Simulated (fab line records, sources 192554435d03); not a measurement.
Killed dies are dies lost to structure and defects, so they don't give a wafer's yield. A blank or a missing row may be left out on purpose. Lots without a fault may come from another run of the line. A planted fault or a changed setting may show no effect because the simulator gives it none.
fab line records | flow n5_finfet
record lots=24 wafers=72 last_day=19
route steps=1938 shown BEOL_M9@1456 BEOL_M10@1485 BEOL_M11@1551
lots that met no fault: from a run of the same line without faults
start_h: hours from the record's first day to the start of the lot's first wafer shown | wait_h: hours since the lot's step before | " the same as in the row above | L1.1+2: a row that stands for several wafers | - no value, or no start given | * or withheld: withheld | < > ~ a bound
route shown NAME@n: a module of which the file shows steps, and the number in the route of the first | usual: mean/standard deviation of fault-free wafers | same: alike in all rows | chamber/n: place in a boat | sites: the reading at each site | _std_site: their standard deviation | _edge_site: outer sites' mean less inner sites' | radius_mm: how far each site lies from the wafer's centre | mask NAME#n: copy n | behind: the tool/chamber that last shaped the wafer | hold: why the lot was held/for how many hours/how that ended | device: the transistor (n, p or np) that didn't switch | end of line: the same wafers' tests at the end of the route | a step without rows: its recipe alone | killed: dies lost to structure and defects at the first sort, not the wafer's yield | map: a wafer's dies, x killed, . not, _ none there
set.NAME: the setting as run; set.NAME@STEP: as run at that earlier step | model.NAME: the simulator's own value behind a step, which no gauge read
steps of the route over a sample of lots; a table a step, a row a wafer
services: from which hour (start_h, from the record's first day; less than 0 if before it) a tool's chamber was out of use, for how many hours, and why
## steps
# step N5_BEOL_M9_DEGAS_44
# recipe ambient=vacuum temp_c=250 time_s=60
# usual heater_power_w=335/34
# columns lot.wafer tool chamber start_h wait_h heater_power_w
L074.1 pvd_sputter-01 - 229.16 1.1 415
L074.5 " - " " 325
L074.6 " - " " 427
L075.2 pvd_sputter-01 - 241.75 0.3 301
L075.5 " - " " 314
L075.6 " - " " 420
L076.4 pvd_sputter-03 - 244.97 0.2 332
L076.5 " - " " 322
L076.6 " - " " 321
L077.1 pvd_sputter-03 - 252.45 0.6 315
L077.3 " - " " 322
L077.6 " - " " 327
L079.1 pvd_sputter-02 - 255.03 0.3 347
L079.3 " - " " 299
L079.4 " - " " 373
L078.4 pvd_sputter-03 - 257.72 1.9 315
L078.5 " - " " 317
L078.6 " - " " 330
L080.3 pvd_sputter-01 - 259.39 0.8 415
L080.4 " - " " 309
L080.5 " - " " 327
L081.2 pvd_sputter-02 - 264.82 0.5 343
L081.3 " - " " 281
L081.5 " - " " 343
L083.3 pvd_sputter-01 - 283.40 0.3 324
L083.4 " - " " 350
L083.5 " - " " 348
L082.2 pvd_sputter-03 - 286.99 0.2 319
L082.3 " - " " 336
L082.6 " - " " 339
L084.1 pvd_sputter-03 - 292.96 0.3 319
L084.4 " - " " 333
L084.6 " - " " 337
L086.1 pvd_sputter-02 - 302.07 0.8 284
L086.2 " - " " 341
L086.3 " - " " 286
L087.1 pvd_sputter-02 - 311.00 0.3 292
L087.2 " - " " 287
L087.4 " - " " 346
L085.1 pvd_sputter-02 - 311.60 0.4 358
L085.4 " - " " 339
L085.6 " - " " 340
L088.1 pvd_sputter-03 - 314.13 1.2 309
L088.3 " - " " 321
L088.5 " - " " 320
L090.1 pvd_sputter-02 - 333.37 0.3 372
L090.2 " - " " 283
L090.6 " - " " 370
L091.2 pvd_sputter-01 - 342.26 0.5 330
L091.3 " - " " 420
L091.4 " - " " 350
L089.2 pvd_sputter-03 - 342.59 0.6 323
L089.3 " - " " 327
L089.6 " - " " 343
L093.1 pvd_sputter-03 - 348.63 0.8 340
L093.5 " - " " 322
L093.6 " - " " 321
L092.2 pvd_sputter-01 - 359.72 0.6 320
L092.4 " - " " 350
L092.6 " - " " 359
L096.1 pvd_sputter-03 - 359.79 0.6 339
L096.3 " - " " 307
L096.5 " - " " 327
L094.2 pvd_sputter-01 - 360.80 0.6 419
L094.3 " - " " 356
L094.5 " - " " 327
L095.1 pvd_sputter-01 - 363.12 0.3 416
L095.2 " - " " 306
L095.4 " - " " 339
L097.1 pvd_sputter-01 - 389.50 0.3 324
L097.4 " - " " 359
L097.5 " - " " 363
# step N5_BEOL_M9_PRE_CLEAN_45
# recipe gas=H2/He time_s=30 temp_c=250
# usual heater_power_w=335/35
# columns lot.wafer tool chamber start_h wait_h heater_power_w
L074.1 pvd_sputter-01 - 229.20 0.0 420
L074.5 " - " " 325
L074.6 " - " " 426
L075.2 pvd_sputter-01 - 241.79 0.0 295
L075.5 " - " " 305
L075.6 " - " " 421
L076.4 pvd_sputter-03 - 245.01 0.0 336
L076.5 " - " " 317
L076.6 " - " " 325
L077.1 pvd_sputter-03 - 252.49 0.0 317
L077.3 " - " " 310
L077.6 " - " " 322
L079.1 pvd_sputter-02 - 255.07 0.0 341
L079.3 " - " " 298
L079.4 " - " " 375
L078.4 pvd_sputter-03 - 257.76 0.0 318
L078.5 " - " " 323
L078.6 " - " " 324
L080.3 pvd_sputter-01 - 259.43 0.0 426
L080.4 " - " " 307
L080.5 " - " " 328
L081.2 pvd_sputter-02 - 264.86 0.0 347
L081.3 " - " " 289
L081.5 " - " " 346
L083.3 pvd_sputter-01 - 283.45 0.0 323
L083.4 " - " " 356
L083.5 " - " " 360
L082.2 pvd_sputter-03 - 287.03 0.0 314
L082.3 " - " " 333
L082.6 " - " " 335
L084.1 pvd_sputter-03 - 293.00 0.0 321
L084.4 " - " " 334
L084.6 " - " " 338
L086.1 pvd_sputter-02 - 302.11 0.0 285
L086.2 " - " " 335
L086.3 " - " " 294
L087.1 pvd_sputter-02 - 311.04 0.0 293
L087.2 " - " " 295
L087.4 " - " " 337
L085.1 pvd_sputter-02 - 311.64 0.0 371
L085.4 " - " " 345
L085.6 " - " " 335
L088.1 pvd_sputter-03 - 314.17 0.0 314
L088.3 " - " " 321
L088.5 " - " " 311
L090.1 pvd_sputter-02 - 333.41 0.0 377
L090.2 " - " " 285
L090.6 " - " " 372
L091.2 pvd_sputter-01 - 342.30 0.0 316
L091.3 " - " " 413
L091.4 " - " " 356
L089.2 pvd_sputter-03 - 342.63 0.0 320
L089.3 " - " " 323
L089.6 " - " " 332
L093.1 pvd_sputter-03 - 348.67 0.0 338
L093.5 " - " " 327
L093.6 " - " " 324
L092.2 pvd_sputter-01 - 359.76 0.0 326
L092.4 " - " " 360
L092.6 " - " " 348
L096.1 pvd_sputter-03 - 359.83 0.0 338
L096.3 " - " " 314
L096.5 " - " " 334
L094.2 pvd_sputter-01 - 360.84 0.0 418
L094.3 " - " " 353
L094.5 " - " " 330
L095.1 pvd_sputter-01 - 363.16 0.0 419
L095.2 " - " " 299
L095.4 " - " " 333
L097.1 pvd_sputter-01 - 389.54 0.0 325
L097.4 " - " " 362
L097.5 " - " " 367
# step N5_BEOL_M10_INSPECT_13
# recipe mode=adi inspect_instrument=brightfield
# usual raw_defect_count=405/89
# columns lot.wafer tool chamber start_h wait_h raw_defect_count
L074.1 defect_inspect-01 - 233.97 0.0 594
L074.5 " - " " 566
L074.6 " - " " 505
L075.2 defect_inspect-02 - 246.14 0.0 380
L075.5 " - " " 258
L075.6 " - " " 219
L076.4 defect_inspect-01 - 248.45 0.0 406
L076.5 " - " " 452
L076.6 " - " " 394
L077.1 defect_inspect-02 - 259.37 0.0 347
L077.3 " - " " 324
L077.6 " - " " 370
L079.1 defect_inspect-01 - 259.84 0.0 529
L079.3 " - " " 295
L079.4 " - " " 572
L078.4 defect_inspect-02 - 261.29 0.0 336
L078.5 " - " " 326
L078.6 " - " " 296
L080.3 defect_inspect-02 - 265.04 0.0 373
L080.4 " - " " 334
L080.5 " - " " 390
L081.2 defect_inspect-01 - 270.14 0.0 410
L081.3 " - " " 572
L081.5 " - " " 401
L083.3 defect_inspect-02 - 287.70 0.0 393
L083.4 " - " " 381
L083.5 " - " " 262
L082.2 defect_inspect-01 - 290.59 0.0 468
L082.3 " - " " 647
L082.6 " - " " 441
L084.1 defect_inspect-01 - 296.78 0.0 472
L084.4 " - " " 460
L084.6 " - " " 472
L086.1 defect_inspect-01 - 306.22 0.0 386
L086.2 " - " " 414
L086.3 " - " " 351
L087.1 defect_inspect-02 - 314.87 0.0 510
L087.2 " - " " 380
L087.4 " - " " 318
L085.1 defect_inspect-01 - 318.62 0.0 348
L085.4 " - " " 411
L085.6 " - " " 427
L088.1 defect_inspect-01 - 318.84 0.0 267
L088.3 " - " " 368
L088.5 " - " " 332
L090.1 defect_inspect-02 - 336.75 0.0 388
L090.2 " - " " 476
L090.6 " - " " 427
L091.2 defect_inspect-01 - 346.10 0.0 335
L091.3 " - " " 414
L091.4 " - " " 437
L089.2 defect_inspect-01 - 346.59 0.0 455
L089.3 " - " " 480
L089.6 " - " " 381
L093.1 defect_inspect-01 - 353.01 0.0 400
L093.5 " - " " 500
L093.6 " - " " 454
L092.2 defect_inspect-01 - 363.70 0.0 319
L092.4 " - " " 408
L092.6 " - " " 288
L096.1 defect_inspect-02 - 363.88 0.0 702
L096.3 " - " " 415
L096.5 " - " " 412
L094.2 defect_inspect-01 - 367.12 0.0 342
L094.3 " - " " 397
L094.5 " - " " 402
L095.1 defect_inspect-01 - 367.74 0.0 249
L095.2 " - " " 237
L095.4 " - " " 331
L097.1 defect_inspect-02 - 395.24 0.1 383
L097.4 " - " " 346
L097.5 " - " " 372
# step N5_BEOL_M10_DESCUM_33
# recipe chemistry=O2 time_s=7.9 source_power_w=50 bias_power_w=20 pressure_mtorr=20 rf_frequency_hz=2.712e+07 temp_c=40 resist=CAR-ArF o2_flow_sccm=225
# usual chamber_pressure_mTorr=20.001/0.017 drypump_motor_current_A=5.6/0.51 oes_product_au=0.79/0.091 rf_vpp_V=243.2/1.2 showerhead_plenum_p_Torr=2.10/0.057 temp_c=39.99/0.12 throttle_valve_pct=20.5/0.32
# columns lot.wafer tool chamber start_h wait_h chamber_pressure_mTorr drypump_motor_current_A oes_product_au rf_hours_counter_h rf_vpp_V showerhead_plenum_p_Torr temp_c throttle_valve_pct
L074.1 rie_diel-02 1 235.41 0.1 20.010 5.7 0.75 154 242.6 2.11 40.12 20.8
L074.5 " 2 " " 20.000 5.1 0.68 - 245.0 2.16 40.05 20.6
L074.6 " 1 " " 20.000 5.7 0.75 - 242.5 2.11 39.98 20.8
L076.4 rie_diel-02 0 250.84 0.2 19.983 6.1 0.67 245 244.5 2.17 39.91 21.0
L076.5 " 0 " " 20.008 6.1 0.67 - 242.8 2.17 39.92 21.0
L076.6 " 1 " " 19.987 5.8 0.73 - 241.7 2.11 40.13 20.9
L075.2 rie_diel-05 0 251.22 0.0 19.989 6.3 0.77 149 242.8 1.97 40.09 20.1
L075.5 " 1 " " 20.020 4.9 0.69 - 245.7 2.07 40.05 20.2
L075.6 " 0 " " 20.030 6.3 0.77 - 242.7 1.97 40.11 20.1
L077.1 rie_diel-05 2 260.32 0.0 20.038 5.9 0.82 81 241.4 2.04 40.08 20.3
L077.3 " 0 " " 20.004 6.3 0.76 153 240.7 1.97 39.89 20.1
L077.6 " 0 " " 19.970 6.3 0.77 - 241.6 1.97 39.76 20.1
L079.1 rie_diel-02 3 263.74 0.0 20.020 5.3 0.90 24 242.9 2.15 40.01 20.8
L079.3 " 0 " " 19.985 6.1 0.67 250 242.7 2.17 39.99 21.0
L079.4 " 1 " " 20.002 5.8 0.74 165 242.6 2.11 40.00 20.9
L078.4 rie_diel-05 3 264.14 0.1 20.020 5.6 0.98 3 242.0 2.16 40.05 20.2
L078.5 " 0 " " 19.989 6.3 0.77 - 241.5 1.97 39.94 20.1
L078.6 " 3 " " 20.003 5.6 0.99 - 243.3 2.16 39.82 20.2
L080.3 rie_diel-05 1 265.91 0.0 20.008 4.9 0.69 219 244.4 2.07 39.94 20.2
L080.4 " 0 " " 19.975 6.3 0.77 155 242.4 1.97 39.91 20.1
L080.5 " 2 " " 19.974 6.0 0.82 - 241.9 2.04 40.07 20.3
L081.2 rie_diel-05 2 271.16 0.0 20.007 5.9 0.80 84 241.2 2.04 39.91 20.3
L081.3 " 3 " " 20.003 5.6 0.98 6 244.9 2.16 40.06 20.2
L081.5 " 1 " " 19.978 4.9 0.69 - 241.6 2.07 39.77 20.2
L083.3 rie_diel-06 3 289.16 0.4 19.999 4.8 0.85 74 242.1 2.04 39.95 20.0
L083.4 " 1 " " 20.018 6.4 0.80 113 243.6 2.11 39.96 20.0
L083.5 " 0 " " 19.993 5.3 0.71 - 245.3 2.13 39.68 20.5
L082.2 rie_diel-02 1 292.09 0.0 19.992 5.7 0.72 178 242.5 2.11 39.99 20.9
L082.3 " 2 " " 19.996 5.1 0.66 - 242.9 2.15 40.12 20.7
L082.6 " 1 " " 20.011 5.7 0.73 - 242.7 2.11 40.07 20.9
L084.1 rie_diel-06 2 300.84 0.0 20.013 5.4 0.89 47 245.1 2.14 40.13 20.5
L084.4 " 0 " " 20.004 5.3 0.71 217 243.9 2.13 40.20 20.5
L084.6 " 0 " " 19.979 5.3 0.71 - 244.5 2.13 40.10 20.5
L086.1 rie_diel-02 1 309.77 0.0 19.999 5.8 0.72 186 242.5 2.10 39.94 20.9
L086.2 " 3 " " 20.018 5.3 0.87 35 243.4 2.15 39.86 20.8
L086.3 " 2 " " 19.966 5.1 0.66 246 244.1 2.15 40.00 20.7
L087.1 rie_diel-02 2 317.14 0.0 19.977 5.1 0.66 248 244.4 2.15 39.99 20.7
L087.2 " 1 " " 20.028 5.7 0.72 188 242.9 2.10 39.99 20.9
L087.4 " 3 " " 19.998 5.3 0.87 38 244.7 2.15 40.05 20.8
L088.1 rie_diel-06 3 319.91 0.1 20.004 4.8 0.84 84 242.8 2.03 40.12 20.0
L088.3 " 0 " " 20.006 5.3 0.71 224 243.7 2.12 40.14 20.5
L088.5 " 0 " " 20.030 5.3 0.72 - 243.3 2.12 40.15 20.5
L085.1 rie_diel-02 0 320.16 0.2 20.017 6.2 0.92 9 243.8 2.16 39.95 20.8
L085.4 " 1 " " 20.026 5.7 0.72 189 243.2 2.10 40.12 20.9
L085.6 " 2 " " 20.004 5.1 0.66 - 244.2 2.15 40.03 20.7
L090.1 rie_diel-06 3 339.08 0.1 19.987 4.8 0.83 90 243.6 2.03 39.88 20.0
L090.2 " 1 " " 20.009 6.4 0.79 130 245.0 2.10 39.88 20.1
L090.6 " 2 " " 19.967 5.4 0.87 - 244.8 2.13 39.75 20.6
L091.2 rie_diel-02 3 347.22 0.1 20.027 5.3 0.84 52 243.3 2.14 39.98 20.8
L091.3 " 0 " " 19.980 6.2 0.89 23 244.5 2.16 40.02 20.8
L091.4 " 1 " " 19.994 5.7 0.71 - 244.8 2.10 40.14 20.9
L089.2 rie_diel-02 3 349.20 0.3 20.019 5.3 0.84 54 243.7 2.14 40.00 20.8
L089.3 " 0 " " 20.010 6.2 0.88 24 244.1 2.16 39.93 20.8
L089.6 " 1 " " 20.011 5.8 0.71 - 243.3 2.10 39.91 20.9
L093.1 rie_diel-02 0 353.98 0.1 20.020 6.2 0.88 27 243.4 2.16 39.97 20.8
L093.5 " 1 " " 20.021 5.8 0.71 - 242.6 2.10 40.17 20.9
L093.6 " 3 " " 20.010 5.3 0.84 - 244.2 2.14 39.78 20.8
L096.1 rie_diel-06 3 365.76 0.0 19.985 4.8 0.82 98 241.1 2.03 40.05 20.0
L096.3 " 0 " " 20.013 5.3 0.70 239 242.1 2.12 40.16 20.5
L096.5 " 3 " " 19.990 4.8 0.81 - 243.3 2.03 40.07 20.0
L092.2 rie_diel-02 0 365.80 0.0 20.012 6.2 0.87 32 244.0 2.15 40.20 20.8
L092.4 " 2 " " 19.975 5.1 0.99 5 243.3 2.15 39.79 20.3
L092.6 " 0 " " 19.991 6.2 0.87 - 244.4 2.15 40.03 20.8
L094.2 rie_diel-06 1 368.73 0.0 20.023 6.4 0.79 139 243.1 2.10 40.06 20.1
L094.3 " 2 " " 19.985 5.4 0.86 68 243.5 2.13 40.02 20.6
L094.5 " 3 " " 20.011 4.8 0.83 - 242.1 2.03 39.91 20.0
L095.1 rie_diel-05 2 368.93 0.0 20.016 5.9 0.78 127 241.3 2.02 39.89 20.3
L095.2 " 0 " " 20.001 6.3 0.73 199 240.9 1.96 40.00 20.2
L095.4 " 2 " " 19.976 5.9 0.77 - 243.1 2.02 40.06 20.4
L097.1 rie_diel-06 1 398.57 0.0 20.023 6.5 0.77 149 245.5 2.10 39.96 20.1
L097.4 " 3 " " 19.986 4.8 0.81 - 241.1 2.03 40.02 20.0
L097.5 " 1 " " 19.974 6.5 0.78 - 243.0 2.10 40.14 20.1
# step N5_BEOL_M11_INSPECT_13
# recipe mode=adi inspect_instrument=brightfield
# usual raw_defect_count=435/100
# columns lot.wafer tool chamber start_h wait_h raw_defect_count
L074.1 defect_inspect-01 - 241.93 0.0 333
L074.5 " - " " 356
L074.6 " - " " 309
L076.4 defect_inspect-02 - 259.06 0.0 723
L076.5 " - " " 543
L076.6 " - " " 518
L075.2 defect_inspect-02 - 259.49 0.0 361
L075.5 " - " " 413
L075.6 " - " " 311
L077.1 defect_inspect-01 - 266.74 0.0 582
L077.3 " - " " 521
L077.6 " - " " 479
L079.1 defect_inspect-01 - 268.00 0.0 355
L079.3 " - " " 368
L079.4 " - " " 512
L078.4 defect_inspect-02 - 270.18 0.0 433
L078.5 " - " " 434
L078.6 " - " " 602
L080.3 defect_inspect-02 - 270.54 0.0 683
L080.4 " - " " 441
L080.5 " - " " 368
L081.2 defect_inspect-02 - 278.56 0.0 538
L081.3 " - " " 411
L081.5 " - " " 452
L083.3 defect_inspect-01 - 296.71 0.0 433
L083.4 " - " " 504
L083.5 " - " " 489
L082.2 defect_inspect-02 - 302.70 0.0 320
L082.3 " - " " 351
L082.6 " - " " 352
L084.1 defect_inspect-02 - 306.51 0.0 310
L084.4 " - " " 417
L084.6 " - " " 374
L086.1 defect_inspect-01 - 315.02 0.0 409
L086.2 " - " " 569
L086.3 " - " " 540
L087.1 defect_inspect-01 - 323.15 0.0 384
L087.2 " - " " 291
L087.4 " - " " 416
L088.1 defect_inspect-02 - 330.39 0.0 360
L088.3 " - " " 344
L088.5 " - " " 429
L085.1 defect_inspect-02 - 330.53 0.0 433
L085.4 " - " " 463
L085.6 " - " " 394
L090.1 defect_inspect-01 - 344.14 0.0 774
L090.2 " - " " 651
L090.6 " - " " 475
L091.2 defect_inspect-01 - 352.79 0.0 402
L091.3 " - " " 558
L091.4 " - " " 414
L089.2 defect_inspect-02 - 355.51 0.0 348
L089.3 " - " " 355
L089.6 " - " " 291
L093.1 defect_inspect-01 - 363.04 0.0 491
L093.5 " - " " 373
L093.6 " - " " 513
L096.1 defect_inspect-01 - 370.46 0.0 441
L096.3 " - " " 384
L096.5 " - " " 492
L092.2 defect_inspect-02 - 371.35 0.0 315
L092.4 " - " " 499
L092.6 " - " " 365
L094.2 defect_inspect-01 - 376.15 0.0 479
L094.3 " - " " 531
L094.5 " - " " 490
L095.1 defect_inspect-02 - 376.21 0.0 651
L095.2 " - " " 386
L095.4 " - " " 334
L097.1 defect_inspect-01 - 404.20 0.0 491
L097.4 " - " " 340
L097.5 " - " " 336
# step N5_BEOL_M11_HM_OPEN_17
# recipe chemistry=Cl2/BCl3 target_depth_a=200 overetch_a=60 target=TiN mask_material=SOC ion_energy_ev=150 pressure_mtorr=10 icp_w=1000 bias_w=126 Cl2_flow_sccm=53.25 bcl3_flow_sccm=21.75 Ar_flow_sccm=25
# usual chamber_pressure_mTorr=10.000/0.008 drypump_motor_current_A=5.7/0.39 mfc_ar_sccm=24.99/0.074 oes_product_au=0.72/0.067 throttle_valve_pct=22.2/0.32
# columns lot.wafer tool chamber start_h wait_h chamber_pressure_mTorr drypump_motor_current_A mfc_ar_sccm oes_product_au rf_hours_counter_h throttle_valve_pct
L074.1 rie_metal-03 0 242.23 0.0 9.985 5.3 25.05 0.70 29 21.9
L074.5 " 1 " " 9.995 6.2 25.10 0.70 - 22.0
L074.6 " 0 " " 9.995 5.3 24.90 0.71 - 21.9
L076.4 rie_metal-03 0 260.16 0.1 10.009 5.3 25.04 0.69 - 21.9
L076.5 " 1 " " 10.002 6.2 24.92 0.68 - 22.1
L076.6 " 0 " " 10.000 5.3 24.95 0.69 - 21.9
L075.2 rie_metal-02 1 260.63 0.0 9.999 5.6 24.92 0.70 29 22.6
L075.5 " 0 " " 9.996 5.8 24.99 0.54 - 22.3
L075.6 " 1 " " 9.983 5.6 24.97 0.70 - 22.6
L077.1 rie_metal-02 1 267.21 0.0 9.988 5.6 25.02 0.70 31 22.6
L077.3 " 0 " " 9.987 5.8 25.00 0.54 - 22.3
L077.6 " 0 " " 10.004 5.8 25.06 0.55 - 22.3
L079.1 rie_metal-03 1 268.69 0.0 10.003 6.2 24.97 0.70 29 22.0
L079.3 " 0 " " 9.997 5.3 25.00 0.70 - 21.9
L079.4 " 1 " " 10.006 6.2 24.97 0.69 - 22.0
L078.4 rie_metal-03 1 271.48 0.1 10.013 6.2 24.96 0.68 - 22.1
L078.5 " 0 " " 9.997 5.3 24.84 0.70 - 21.9
L078.6 " 1 " " 9.991 6.2 24.99 0.69 - 22.0
L080.3 rie_metal-01 0 271.80 0.1 10.011 5.2 24.99 0.82 - 21.8
L080.4 " 0 " " 9.995 5.2 24.95 0.81 - 21.8
L080.5 " 0 " " 10.008 5.2 24.95 0.82 - 21.8
L081.2 rie_metal-01 0 278.90 0.1 10.018 5.2 25.02 0.81 - 21.7
L081.3 " 0 " " 10.007 5.2 25.07 0.81 - 21.8
L081.5 " 0 " " 10.001 5.2 25.15 0.81 - 21.8
L083.3 rie_metal-01 0 297.04 0.1 10.007 5.2 24.88 0.78 - 21.8
L083.4 " 1 " " 10.003 6.2 25.09 0.80 - 22.5
L083.5 " 1 " " 9.992 6.2 24.99 0.79 - 22.5
L082.2 rie_metal-01 1 303.00 0.0 10.005 6.2 25.02 0.78 3 22.5
L082.3 " 1 " " 10.001 6.2 25.08 0.78 - 22.5
L082.6 " 0 " " 10.018 5.2 24.99 0.78 - 21.8
L084.1 rie_metal-01 1 306.87 0.0 9.991 6.2 25.02 0.78 3 22.5
L084.4 " 0 " " 10.008 5.2 25.12 0.79 - 21.8
L084.6 " 0 " " 10.002 5.2 25.09 0.80 - 21.7
L086.1 rie_metal-02 1 315.33 0.0 10.004 5.6 25.06 0.71 35 22.6
L086.2 " 1 " " 9.994 5.6 25.04 0.69 - 22.6
L086.3 " 1 " " 10.002 5.6 25.12 0.70 - 22.6
L087.1 rie_metal-03 0 323.46 0.0 10.009 5.3 24.89 0.68 39 21.9
L087.2 " 1 " " 10.001 6.2 24.85 0.68 35 22.1
L087.4 " 0 " " 10.012 5.3 24.80 0.68 - 21.9
L088.1 rie_metal-01 0 330.70 0.0 9.999 5.2 24.95 0.78 5 21.8
L088.3 " 1 " " 10.005 6.2 24.98 0.76 - 22.5
L088.5 " 0 " " 9.992 5.2 25.02 0.77 - 21.8
L085.1 rie_metal-03 0 331.49 0.0 9.995 5.3 24.86 0.67 39 21.9
L085.4 " 0 " " 10.005 5.3 25.04 0.69 - 21.9
L085.6 " 0 " " 9.989 5.3 24.99 0.68 - 21.9
L090.1 rie_metal-02 1 344.98 0.0 9.998 5.6 25.08 0.69 38 22.6
L090.2 " 0 " " 10.006 5.8 25.05 0.82 1 22.4
L090.6 " 0 " " 10.001 5.8 24.94 0.84 - 22.4
L091.2 rie_metal-01 1 353.09 0.0 10.005 6.2 24.85 0.76 7 22.5
L091.3 " 0 " " 10.014 5.2 24.97 0.75 - 21.8
L091.4 " 1 " " 10.010 6.2 24.93 0.77 - 22.5
L089.2 rie_metal-02 1 355.81 0.0 9.991 5.6 24.96 0.69 39 22.6
L089.3 " 1 " " 9.978 5.6 25.05 0.68 - 22.6
L089.6 " 1 " " 10.002 5.6 24.97 0.69 - 22.6
L093.1 rie_metal-02 1 363.35 0.0 9.995 5.6 24.96 0.68 40 22.6
L093.5 " 1 " " 9.996 5.6 25.04 0.68 - 22.6
L093.6 " 0 " " 10.009 5.8 24.99 0.82 - 22.4
L096.1 rie_metal-03 1 370.77 0.0 10.007 6.2 24.90 0.66 40 22.1
L096.3 " 0 " " 9.992 5.3 25.10 0.67 - 21.9
L096.5 " 1 " " 10.004 6.2 24.97 0.68 - 22.0
L092.2 rie_metal-02 0 371.71 0.0 10.003 5.8 24.95 0.80 4 22.4
L092.4 " 1 " " 10.001 5.6 25.12 0.68 - 22.6
L092.6 " 1 " " 10.001 5.6 25.18 0.68 - 22.6
L094.2 rie_metal-02 1 376.45 0.0 10.004 5.6 24.98 0.69 41 22.6
L094.3 " 1 " " 10.001 5.6 25.04 0.68 - 22.6
L094.5 " 0 " " 10.001 5.8 24.98 0.80 - 22.4
L095.1 rie_metal-03 0 376.52 0.0 10.008 5.3 24.94 0.67 43 21.9
L095.2 " 1 " " 10.001 6.2 25.02 0.66 40 22.1
L095.4 " 1 " " 9.998 6.2 25.03 0.67 - 22.0
L097.1 rie_metal-03 0 404.51 0.0 9.989 5.3 25.10 0.67 45 21.9
L097.4 " 0 " " 10.007 5.4 25.15 0.67 - 21.9
L097.5 " 1 " " 9.998 6.2 25.02 0.65 - 22.1
## services
# columns tool chamber start_h hours kind
rie_diel-05 3 211.18 8.2 repair
rie_metal-01 1 217.03 3.9 repair
rie_metal-03 0 226.36 4.4 repair
rie_metal-02 - 226.85 2.8 pm
rie_metal-01 - 227.83 0.3 repair
rie_diel-05 1 231.51 7.3 repair
rie_metal-02 1 241.66 7.5 repair
rie_metal-01 1 255.86 23.3 repair
rie_diel-02 0 271.52 9.9 repair
rie_diel-02 0 281.47 - clean
rie_diel-02 0 281.47 - consumable_replace:focus_ring
rie_diel-02 0 281.47 15.5 scheduled_down
rie_diel-02 0 281.47 15.5 vent_cycle
rie_diel-02 3 287.60 16.7 repair
rie_diel-02 2 321.25 - clean
rie_metal-02 - 331.82 0.9 repair
rie_diel-02 1 334.26 5.1 repair
pvd_sputter-01 - 367.25 3.0 repair
rie_metal-01 - 373.97 2.8 pm
rie_diel-05 2 374.65 24.2 repair
pvd_sputter-03 - 385.93 7.3 repair
rie_metal-03 0 387.08 9.1 repair
rie_diel-05 2 401.37 11.0 repair
rie_diel-02 3 401.91 5.7 repair
## key
fault none
